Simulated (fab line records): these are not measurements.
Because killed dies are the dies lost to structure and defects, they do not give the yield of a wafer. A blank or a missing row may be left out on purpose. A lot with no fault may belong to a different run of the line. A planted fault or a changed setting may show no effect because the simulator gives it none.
Which of the tools did it?    flow n5-finfet    11 lots with 32 wafers sampled at 5 steps, on a route of 1938 steps

== WHAT THE GAUGES READ, wafer by wafer ==
Not one reading of a measure or inspect step in the record can be checked against a usual standard deviation.

== WHICH TOOL RAN EACH LOT (tool, then ch and the chambers of the sampled wafers, then the start) ==
lot   N5_BEOL_M4_ANNEAL_49          N5_BEOL_M4_SPUTTER_92         N5_BEOL_M5_COAT_71                 N5_BEOL_M5_ETCH_61                  N5_PASSIVATION_PROBE_49
L993  pvd-sputter-03, day 8 04:22   pvd-sputter-03, day 8 05:36   litho-track-04 ch 0, day 8 10:06   rie-diel-05 ch 0,1,2, day 8 10:37   -
L995  pvd-sputter-02, day 9 08:25   pvd-sputter-02, day 9 09:39   litho-track-01 ch 0, day 9 14:25   rie-diel-03 ch 1,2,3, day 9 15:09   -
L997  pvd-sputter-01, day 9 08:40   pvd-sputter-01, day 9 09:54   litho-track-01 ch 0, day 9 14:39   rie-diel-03 ch 0,1,3, day 9 15:23   -
L100  pvd-sputter-03, day 9 12:46   pvd-sputter-03, day 9 14:00   litho-track-05 ch 0, day 9 18:34   rie-diel-03 ch 1,2,3, day 9 19:11   -
L996  pvd-sputter-02, day 9 16:04   pvd-sputter-02, day 9 17:19   litho-track-05 ch 0, day 9 23:52   rie-diel-05 ch 0, day 10 00:20      prober-01, day 14 13:14
L998  pvd-sputter-02, day 9 17:57   pvd-sputter-02, day 9 19:11   litho-track-04 ch 0, day 10 00:24  rie-diel-03 ch 0,3, day 10 01:06    -
L101  pvd-sputter-03, day 9 21:34   pvd-sputter-03, day 9 22:49   litho-track-04 ch 0, day 10 04:11  rie-diel-03 ch 0,2,3, day 10 05:52  -
L102  pvd-sputter-03, day 10 03:43  pvd-sputter-03, day 10 04:58  litho-track-01 ch 0, day 10 11:42  rie-diel-03 ch 0,1, day 10 12:08    -
L106  pvd-sputter-02, day 11 10:58  pvd-sputter-02, day 11 12:12  litho-track-01 ch 0, day 11 15:49  rie-diel-01 ch 1,2, day 11 16:22    prober-02, day 15 13:18
L110  pvd-sputter-02, day 12 05:03  pvd-sputter-02, day 12 06:17  litho-track-01 ch 0, day 12 09:37  rie-diel-05 ch 1,2, day 12 10:17    -
L116  pvd-sputter-02, day 13 23:18  pvd-sputter-02, day 14 00:32  litho-track-04 ch 0, day 14 05:02  rie-diel-01 ch 2,3, day 14 05:41    -
- N5_BEOL_M4_ANNEAL_49: time 240 s.
- N5_BEOL_M4_SPUTTER_92: material Cu, target thk 4.5 nm, time 8.29 s.
- N5_BEOL_M5_COAT_71: time 60 s, resist thk 5 nm.
- N5_BEOL_M5_ETCH_61: etches SiARC in CF4, target depth 15.6 nm, time 26 s.
- N5_PASSIVATION_PROBE_49

== WHAT THE TOOLS THEMSELVES READ (means of the sampled wafers that have a number; where no wafer has one, the mark that the record gives instead) ==
N5_BEOL_M4_ANNEAL_49.
lot   tool            heater-power-w (W)  susceptor_temp_C_max
L993  pvd-sputter-03  739                 401.0
L995  pvd-sputter-02  855                 400.5
L997  pvd-sputter-01  860                 401.7
L100  pvd-sputter-03  763                 400.7
L996  pvd-sputter-02  996                 401.0
L998  pvd-sputter-02  985                 400.7
L101  pvd-sputter-03  786                 400.9
L102  pvd-sputter-03  728                 400.7
L106  pvd-sputter-02  837                 401.1
L110  pvd-sputter-02  848                 400.9
L116  pvd-sputter-02  850                 401.2

N5_BEOL_M4_SPUTTER_92.
lot   tool            throttle-valve-pct (%)
L993  pvd-sputter-03  30.2
L995  pvd-sputter-02  29.4
L997  pvd-sputter-01  30.0
L100  pvd-sputter-03  30.7
L996  pvd-sputter-02  29.3
L998  pvd-sputter-02  29.4
L101  pvd-sputter-03  30.5
L102  pvd-sputter-03  30.2
L106  pvd-sputter-02  28.9
L110  pvd-sputter-02  28.9
L116  pvd-sputter-02  29.0

N5_BEOL_M5_COAT_71.
lot   tool            resist-line-temp-C (C)  spin-speed-rpm (rpm)
L993  litho-track-04  23.01                   1501.0
L995  litho-track-01  23.00                   1499.1
L997  litho-track-01  22.97                   1501.0
L100  litho-track-05  22.88                   1501.3
L996  litho-track-05  23.10                   1499.0
L998  litho-track-04  23.11                   1501.0
L101  litho-track-04  22.97                   1498.4
L102  litho-track-01  23.11                   1500.2
L106  litho-track-01  23.06                   1744.2
L110  litho-track-01  23.02                   1744.9
L116  litho-track-04  23.04                   1499.7

N5_BEOL_M5_ETCH_61.
lot   tool         drypump-motor-current-A (A)  etch-rf-on-time-s (s)  oes-product-au (a.u.)  rf-vpp-V (V)  showerhead-plenum-p-Torr (Torr)  throttle-valve-pct (%)
L993  rie-diel-05  5.4                          27.3                   0.63                   184.3         2.10                             15.53
L995  rie-diel-03  6.3                          26.1                   0.68                   184.9         2.18                             15.48
L997  rie-diel-03  6.4                          26.0                   0.70                   184.4         2.18                             15.50
L100  rie-diel-03  6.3                          26.1                   0.68                   184.5         2.18                             15.49
L996  rie-diel-05  5.2                          26.1                   0.61                   182.3         2.04                             15.55
L998  rie-diel-03  6.2                          25.7                   0.72                   184.6         2.19                             15.44
L101  rie-diel-03  6.1                          26.1                   0.70                   185.2         2.19                             15.44
L102  rie-diel-03  6.2                          25.8                   0.68                   184.1         2.13                             15.57
L106  rie-diel-01  5.3                          26.5                   0.72                   183.2         2.09                             15.26
L110  rie-diel-05  5.6                          26.5                   0.77                   183.7         2.14                             15.25
L116  rie-diel-01  5.8                          26.1                   0.70                   184.3         2.14                             15.53

N5_PASSIVATION_PROBE_49.
lot   tool       defect-limited-yield (%)  killed_at_M0_to_M3  killed_at_M4_up  killed-at-contacts  killed-at-front-end  killed-at-other  killed-dies  killed-on-rim  killed-open  killed-short  sort_bin_5_function (%)  sort_bin_6_memory (%)  sort_bin_8_speed (%)  sort-n-pass  sort-yield-pct (%)
L996  prober-01  91.1                      38                  8                14                  39                   5.0              105          15             70           32            4.8                      3.6                    0.0                   1075         91.1
L106  prober-02  92.9                      28                  13               7                   34                   1.0              84           9              48           34            4.1                      2.6                    0.0                   1096         92.9

== THE ANSWER, worked out from the rows above alone ==
Rule: what is usual is taken from the lots themselves. Put in order of their means at a reading, lots are off if they are a third of the lots or fewer, leave a main group of 4 or more, and stand apart from it by a gap of 3 or more times the standard deviation of the main group's means; of several such gaps the widest counts. A main group is skipped when, at the precision printed for the reading in the tables above, its means are all equal. Also off: a lot with no number at a reading for which 4 or more lots have one. All remaining lots with rows at the step are treated as sound. The gauges are gone through in route order, then the tools' own readings, and for those a lot's mean is taken as printed above. At the first step where some lot is off, the reading lying furthest off is the one used; lots without a number count as furthest.
Off at N5_BEOL_M5_COAT_71 (spin-speed-rpm): L106, L110. The main group has a mean of 1500.1 rpm with a standard deviation of 1.
If a tool, at that step or one of the process steps before it, ran each lot that is off and ran no sound lot following the first of them, it fits. One fits: litho-track-01 at N5_BEOL_M5_COAT_71. A fault onset in the window from L102 (day 10 11:42, its last sound lot) to L106 (day 11 15:49, its first lot off) fits.
The tool's own readings at N5_BEOL_M5_COAT_71 bear it out: on the lots that are off they differ by more than 5 times the standard deviation of the sound lots' means. spin-speed-rpm reads 1744.6 rpm there against 1500.1 rpm on the sound lots.

== WHAT HAD BEEN PUT IN BY THE SIMULATOR ==
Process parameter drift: litho-track-01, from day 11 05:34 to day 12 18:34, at N5_BEOL_M5_COAT_71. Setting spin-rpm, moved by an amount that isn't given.
Shown lots that were struck: L106, L110. Same finding as the rule above.
